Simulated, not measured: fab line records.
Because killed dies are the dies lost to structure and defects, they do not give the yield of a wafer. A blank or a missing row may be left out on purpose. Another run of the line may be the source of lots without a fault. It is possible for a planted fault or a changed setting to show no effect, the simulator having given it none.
Comparing a struck lot with a sound one | flow nand_harc | 14 steps out of a route of 1159
Sound: wafers L758.1, L758.3, L758.4. The struck wafers were L761.1, L761.2, L761.6. At the end, the cause is stated.
Each step with rows lists, per side, the tool, then ch with its chambers, then its first start. Under that, the readings that differ: sound wafers | struck wafers | difference of the means | sigmas: that difference in standard deviations of wafers without a fault.
alike: words and numbers the same on both sides, and readings whose means are apart by under 2 such deviations; not compared: readings that were withheld, readings missing a value for some wafer, numbers with overlapping values and no deviation given by the record, and bounds like >300 which may hide the same value.
The two part at a step that has a row with sigmas, a row that says differs or no value, or rows on one side only. When numbers do not overlap yet have no deviation, they are printed without sigmas and do not part them. A reading that every wafer of one side lacks parts them only if that side has two wafers or more.

NHARC_P_M0_PRE_CLEAN_29: time 30 s.
  sound on pvd_sputter-02; struck on pvd_sputter-02
  alike: heater_power_w
NHARC_P_M0_PVD_20: deposits TaN, target thk 5 nm, time 8.06 s.
  sound on pvd_sputter-02; struck on pvd_sputter-02
  alike: throttle_valve_pct
then, 3 steps without rows for these wafers: NHARC_P_M0_PVD_21 (deposits Cu, target thk 30 nm, time 20.49 s); NHARC_P_M0_ECD_22 (material Cu, target thk 400 nm); NHARC_P_M0_ANNEAL_30 (time 90 s).
NHARC_P_M0_CMP_23: polishes, t overpolish 20 s, target thk 117.53 nm.
  sound on cmp-01 ch 0,1,2, day 6 08:29; struck on cmp-01 ch 0,1, day 7 02:45
  alike: motor_current_A, time_to_endpoint_s
NHARC_P_M0_THK_MEAS_24: measures by xrf.
  struck on film_metro-02, day 7 03:04; sound on film_metro-02, day 6 08:49
  alike: thk_nm
following that, these wafers have no rows for 1 step: NHARC_P_M0_SRD_25.
NHARC_P_M0_INSPECT_27:
  struck on defect_inspect-01, day 7 03:13; sound on defect_inspect-01, day 6 08:58
  alike: raw_defect_count
NHARC_P_M0_PRE_CLEAN_31: time 12 s.
  sound on pecvd-03 ch 1,2, day 6 09:02; struck on pecvd-04 ch 0,1,2, day 7 03:17
  alike: heater_power_outer_w, heater_power_w
NHARC_P_M0_DEP_32: deposits SiCN, target thk 30 nm.
  sound on pecvd-03 ch 1,2, day 6 09:07; struck on pecvd-04 ch 0,1,2, day 7 03:22
  alike: heater_power_outer_w, heater_power_w
NHARC_P_M1_DEP_00: deposits SiOC, target thk 182.5 nm.
  sound on pecvd-03 ch 0,1,2, day 6 09:30; struck on pecvd-01 ch 1,2, day 7 04:26
then, 2 steps without rows for these wafers: NHARC_P_M1_DEHYDRATE_01 (time 120 s); NHARC_END_SORT_01.

WHERE THEY PART
Nowhere in this record.

WHY: the cause the simulator had injected
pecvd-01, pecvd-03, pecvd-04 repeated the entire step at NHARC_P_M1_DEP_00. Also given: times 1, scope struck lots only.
